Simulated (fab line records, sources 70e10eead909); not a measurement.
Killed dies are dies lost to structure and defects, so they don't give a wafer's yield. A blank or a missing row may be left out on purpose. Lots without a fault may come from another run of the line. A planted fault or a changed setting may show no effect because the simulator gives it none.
fab line records | flow nand_harc | part 2 of 2: steps 5 to 6 of 6
record lots=23 wafers=69 last_day=33
route steps=1302 shown A_CHANNEL_HOLE_D2@598 A_CHANNEL_FILL_D2@614 A_STAIRCASE@652
lots that met no fault: from a run of the same line without faults
start_h: hours from the record's first day to the start of the lot's first wafer shown | wait_h: hours since the lot's step before | " the same as in the row above | L1.1+2: a row that stands for several wafers | - no value, or no start given | * or withheld: withheld | < > ~ a bound
route shown NAME@n: a module of which the file shows steps, and the number in the route of the first | usual: mean/standard deviation of fault-free wafers | same: alike in all rows | chamber/n: place in a boat | sites: the reading at each site | _std_site: their standard deviation | _edge_site: outer sites' mean less inner sites' | radius_mm: how far each site lies from the wafer's centre | mask NAME#n: copy n | behind: the tool/chamber that last shaped the wafer | hold: why the lot was held/for how many hours/how that ended | device: the transistor (n, p or np) that didn't switch | end of line: the same wafers' tests at the end of the route | a step without rows: its recipe alone | killed: dies lost to structure and defects at the first sort, not the wafer's yield | map: a wafer's dies, x killed, . not, _ none there
set.NAME: the setting as run; set.NAME@STEP: as run at that earlier step | model.NAME: the simulator's own value behind a step, which no gauge read
steps of the route over a sample of lots; a table a step, a row a wafer
services: from which hour (start_h, from the record's first day; less than 0 if before it) a tool's chamber was out of use, for how many hours, and why
## steps
# step NHARC_A_CHANNEL_FILL_D2_CMP_10
# recipe target_thk_nm=150
# usual motor_current_A=11.6/1.2 time_to_endpoint_s=14.4/2.8
# columns lot.wafer tool chamber start_h wait_h motor_current_A time_to_endpoint_s
L074.1 cmp-02 0 352.32 0.4 12.3 17.6
L074.2 " 2 " " 12.2 13.0
L074.3 " 3 " " 11.8 10.0
L076.3 cmp-02 0 364.13 0.4 12.8 17.7
L076.2 " 2 " " 12.3 11.7
L076.6 " 0 " " 12.8 18.1
L075.2 cmp-01 2 364.15 0.4 10.9 17.8
L075.4 " 0 " " 9.8 17.6
L075.6 " 2 " " 11.1 15.3
L078.4 cmp-04 0 383.99 0.4 12.3 13.3
L078.3 " 3 " " 10.6 9.2
L078.6 " 0 " " 11.8 11.2
L077.4 cmp-02 3 384.01 0.4 12.0 9.7
L077.6 " 2 " " 12.6 12.1
L077.5 " 3 " " 11.7 12.0
L079.1 cmp-04 2 396.52 0.4 11.5 12.2
L079.4 " 3 " " 10.1 15.3
L079.5 " 2 " " 13.2 14.1
L080.4 cmp-02 3 396.54 0.4 11.9 8.9
L080.3 " 1 " " 12.7 10.5
L080.5 " 3 " " 12.2 10.8
L081.2 cmp-01 0 415.55 0.4 10.1 14.5
L081.3 " 1 " " 10.1 17.0
L081.5 " 2 " " 10.6 12.2
L082.2 cmp-04 3 437.79 0.4 10.6 12.9
L082.4 " 0 " " 11.6 15.7
L082.5 " 2 " " 13.3 13.3
L083.1 cmp-01 0 437.84 0.5 10.3 14.3
L083.5 " 1 " " 9.8 19.2
L083.6 " 2 " " 10.6 18.1
L084.1 cmp-01 2 444.66 0.4 10.8 15.0
L084.3 " 3 " " 11.5 13.3
L084.6 " 2 " " 11.1 12.4
L085.4 cmp-01 3 457.30 0.4 10.7 13.3
L085.3 " 0 " " 9.6 13.4
L085.6 " 3 " " 10.3 13.6
L086.4 cmp-01 2 469.61 0.4 11.2 14.1
L086.5 " 2 " " 11.0 11.6
L086.6 " 3 " " 10.4 12.9
L087.1 cmp-02 2 469.63 0.4 12.8 13.8
L087.4 " 3 " " 11.9 11.4
L087.3 " 0 " " 12.5 14.6
L088.2 cmp-02 0 491.14 0.4 13.0 18.0
L088.4 " 3 " " 12.0 9.4
L088.5 " 1 " " 12.1 17.1
L089.1 cmp-01 2 491.17 0.4 10.9 16.0
L089.3 " 0 " " 9.5 15.5
L089.6 " 1 " " 10.4 17.5
L090.4 cmp-04 1 512.35 0.4 12.3 15.5
L090.3 " 2 " " 12.9 12.9
L090.1 " 3 " " 10.5 11.4
L091.2 cmp-01 3 520.66 0.4 10.7 14.3
L091.3 " 0 " " 9.5 13.6
L091.5 " 2 " " 11.6 13.3
L092.4 cmp-02 0 536.64 0.4 12.1 19.1
L092.1 " 2 " " 12.4 16.0
L092.2 " 3 " " 12.2 11.8
L094.2 cmp-02 2 541.04 0.4 12.6 15.9
L094.4 " 3 " " 12.2 12.0
L094.6 " 1 " " 12.9 14.9
L093.1 cmp-02 2 541.14 0.5 12.7 14.6
L093.3 " 0 " " 13.5 19.1
L093.5 " 2 " " 12.8 13.8
L095.4 cmp-02 2 562.17 0.4 12.8 13.9
L095.2 " 1 " " 12.8 14.9
L095.5 " 3 " " 11.8 11.7
L096.4 cmp-01 3 568.37 0.4 10.4 13.6
L096.5 " 0 " " 9.5 12.8
L096.6 " 1 " " 10.3 16.2
# step NHARC_A_STAIRCASE_ETCH_170
# recipe target_depth_a=2000 time_s=66.667 ion_energy_ev=250 c4f6_flow_sccm=25 o2_flow_sccm=20 ar_flow_sccm=500 rf_w=600 bias_w=500 chemistry=C4F6/O2
# usual chamber_pressure_mTorr=30.002/0.028 drypump_motor_current_A=5.5/0.58 o2_flow_sccm=20.01/0.059 oes_product_au=0.974/0.014 rf_vpp_V=547/3.5 showerhead_plenum_p_Torr=3.93/0.17 throttle_valve_pct=26.903/0.0093
# columns lot.wafer tool chamber start_h wait_h chamber_pressure_mTorr drypump_motor_current_A o2_flow_sccm oes_product_au rf_hours_counter_h rf_vpp_V showerhead_plenum_p_Torr throttle_valve_pct
L074.1 rie_diel-09 2 - - 29.988 5.0 19.97 0.930 10 542 3.67 26.911
L074.3 " 3 " " 30.009 4.7 19.98 0.970 9 548 3.95 26.915
L074.2 " 0 " " 30.005 6.1 19.88 0.959 9 552 4.16 26.901
L076.2 rie_diel-09 1 - - 30.012 6.2 20.05 0.973 15 545 3.89 26.915
L076.3 " 2 " " 29.959 5.0 20.07 0.960 17 540 3.66 26.906
L076.6 " 0 " " 30.002 6.1 19.94 0.986 - 551 4.15 26.910
L075.2 rie_diel-09 1 - - 30.019 6.2 20.08 0.959 15 546 3.89 26.909
L075.4 " 2 " " 30.021 5.0 20.02 0.961 18 542 3.66 26.903
L075.6 " 2 " " 29.959 5.0 20.01 0.954 - 541 3.66 26.912
L078.3 rie_diel-08 0 - - 30.027 5.6 20.00 0.982 2 545 3.80 26.892
L078.4 " 1 " " 30.050 5.7 20.03 0.986 - 553 4.19 26.906
L078.6 " 3 " " 30.043 4.8 19.87 0.993 - 547 3.90 26.907
L077.4 rie_diel-09 1 - - 29.998 6.2 20.04 0.973 22 546 3.89 26.912
L077.5 " 1 " " 29.991 6.2 20.01 0.967 - 545 3.89 26.914
L077.6 " 2 " " 30.042 5.0 19.97 0.955 - 541 3.66 26.917
L079.1 rie_diel-09 1 - - 30.016 6.3 19.96 0.976 27 545 3.89 26.885
L079.4 " 2 " " 29.963 5.0 19.99 0.976 31 542 3.65 26.913
L079.5 " 1 " " 30.028 6.3 19.95 0.972 - 547 3.89 26.904
L080.3 rie_diel-09 1 - - 29.980 6.3 20.11 0.985 27 546 3.89 26.893
L080.4 " 0 " " 30.018 6.2 19.91 0.979 27 552 4.14 26.896
L080.5 " 1 " " 30.035 6.2 20.10 0.992 - 545 3.89 26.890
L081.2 rie_diel-09 2 - - 29.980 5.0 20.12 0.953 37 542 3.65 26.894
L081.3 " 3 " " 30.051 4.7 19.91 0.997 35 547 3.93 26.914
L081.5 " 3 " " 30.009 4.7 20.06 0.977 - 547 3.93 26.906
L083.1 rie_diel-08 1 - - 30.002 5.6 19.95 0.984 19 553 4.18 26.907
L083.5 " 1 " " 29.974 5.6 19.89 0.984 - 553 4.18 26.903
L083.6 " 2 " " 29.985 5.6 19.93 0.983 - 547 3.89 26.887
L082.2 rie_diel-08 2 - - 30.027 5.6 20.10 0.978 22 546 3.89 26.916
L082.4 " 3 " " 30.023 4.8 20.03 0.979 24 547 3.89 26.901
L082.5 " 1 " " 29.998 5.6 20.01 0.976 - 552 4.18 26.902
L084.1 rie_diel-08 0 - - 29.926 5.6 19.92 0.966 25 544 3.78 26.893
L084.3 " 1 " " 30.010 5.6 20.00 0.969 20 553 4.18 26.892
L084.6 " 1 " " 30.015 5.6 19.95 0.971 - 552 4.18 26.895
L085.4 rie_diel-08 0 - - 29.988 5.6 20.03 0.980 28 544 3.78 26.897
L085.3 " 3 " " 29.949 4.9 20.00 0.997 29 546 3.89 26.889
L085.6 " 1 " " 29.980 5.6 19.93 0.986 - 551 4.18 26.895
L086.4 rie_diel-02 1 - - 29.993 6.3 19.98 0.972 24 548 3.98 26.898
L086.5 " 2 " " 29.999 5.7 20.11 0.979 - 548 3.98 26.892
L086.6 " 3 " " 30.009 4.9 20.00 0.964 - 543 3.75 26.899
L087.4 rie_diel-02 0 - - 29.975 6.7 19.98 1.007 26 552 4.15 26.900
L087.3 " 2 " " 30.030 5.7 20.02 0.965 18 550 3.98 26.901
L087.1 " 3 " " 29.999 5.0 19.94 0.989 26 543 3.75 26.900
L088.4 rie_diel-09 3 - - 29.976 4.7 19.92 0.980 55 548 3.92 26.881
L088.2 " 0 " " 30.024 6.1 19.96 0.983 60 550 4.12 26.899
L088.5 " 3 " " 29.953 4.7 20.00 0.985 - 546 3.92 26.916
L089.3 rie_diel-09 3 - - 29.990 4.7 19.92 0.969 55 546 3.92 26.911
L089.1 " 0 " " 29.986 6.2 20.01 0.958 60 551 4.12 26.915
L089.6 " 3 " " 29.996 4.7 20.00 0.964 - 548 3.92 26.906
L090.1 rie_diel-08 3 - - 29.996 4.9 20.01 0.994 45 544 3.88 26.889
L090.4 " 0 " " 30.024 5.6 20.04 0.965 47 542 3.77 26.903
L090.3 " 2 " " 29.951 5.6 20.07 0.985 43 547 3.87 26.908
L091.2 rie_diel-09 3 - - 30.018 4.7 19.97 0.991 6 546 3.92 26.910
L091.3 " 0 " " 30.002 6.2 19.93 0.972 5 550 4.12 26.899
L091.5 " 2 " " 30.042 5.0 20.08 0.966 - 553 4.22 26.896
L092.2 rie_diel-09 0 - - 29.960 6.2 20.06 0.978 9 551 4.12 26.894
L092.1 " 2 " " 29.982 5.0 19.96 0.951 9 553 4.22 26.919
L092.4 " 3 " " 29.955 4.7 19.99 0.991 10 547 3.91 26.904
L094.4 rie_diel-08 0 - - 29.991 5.6 19.95 1.003 55 543 3.76 26.893
L094.2 " 1 " " 30.020 5.6 20.06 0.985 53 552 4.16 26.906
L094.6 " 1 " " 29.966 5.6 20.04 0.988 - 552 4.16 26.890
L093.1 rie_diel-08 0 - - 30.035 5.6 20.01 0.971 55 544 3.76 26.891
L093.3 " 2 " " 29.980 5.6 20.09 0.981 53 547 3.87 26.911
L093.5 " 1 " " 30.034 5.6 20.13 0.968 - 551 4.16 26.898
L095.4 rie_diel-02 3 - - 30.036 4.9 20.00 0.985 59 543 3.73 26.903
L095.2 " 1 " " 30.003 6.3 20.09 0.953 53 547 3.97 26.895
L095.5 " 2 " " 30.033 5.7 20.00 0.975 - 547 3.96 26.920
L096.5 rie_diel-09 0 - - 29.991 6.2 20.01 0.958 - 551 4.11 26.900
L096.4 " 2 " " 30.034 5.0 19.90 0.957 - 553 4.21 26.900
L096.6 " 3 " " 29.985 4.7 20.08 0.975 - 547 3.90 26.902
## services
# columns tool chamber start_h hours kind
cmp-01 - 283.50 4.0 pm
cmp-02 - 302.11 0.4 repair
rie_diel-09 - 320.17 9.0 pm
cmp-01 - 325.53 2.4 repair
cmp-02 - 330.57 4.0 pm
cmp-01 - 355.77 3.8 repair
cmp-01 - 379.42 26.1 repair
har_etch-02 - 380.15 17.0 pm
cmp-02 - 390.47 3.4 repair
cmp-02 - 400.17 2.1 repair
cmp-01 - 405.52 4.0 pm
cmp-02 - 409.43 0.6 repair
cmp-02 - 428.57 4.0 pm
cmp-02 - 437.50 1.3 repair
cmp-02 - 447.27 0.6 repair
har_etch-01 - 449.83 4.8 repair
rie_diel-09 3 451.33 8.9 repair
cmp-01 - 494.15 0.9 repair
rie_diel-09 - 497.17 9.0 pm
har_etch-01 - 502.35 5.9 repair
cmp-01 - 503.20 0.5 repair
cmp-02 - 526.57 4.0 pm
rie_diel-09 1 539.60 45.0 repair
cmp-02 - 554.60 0.9 repair
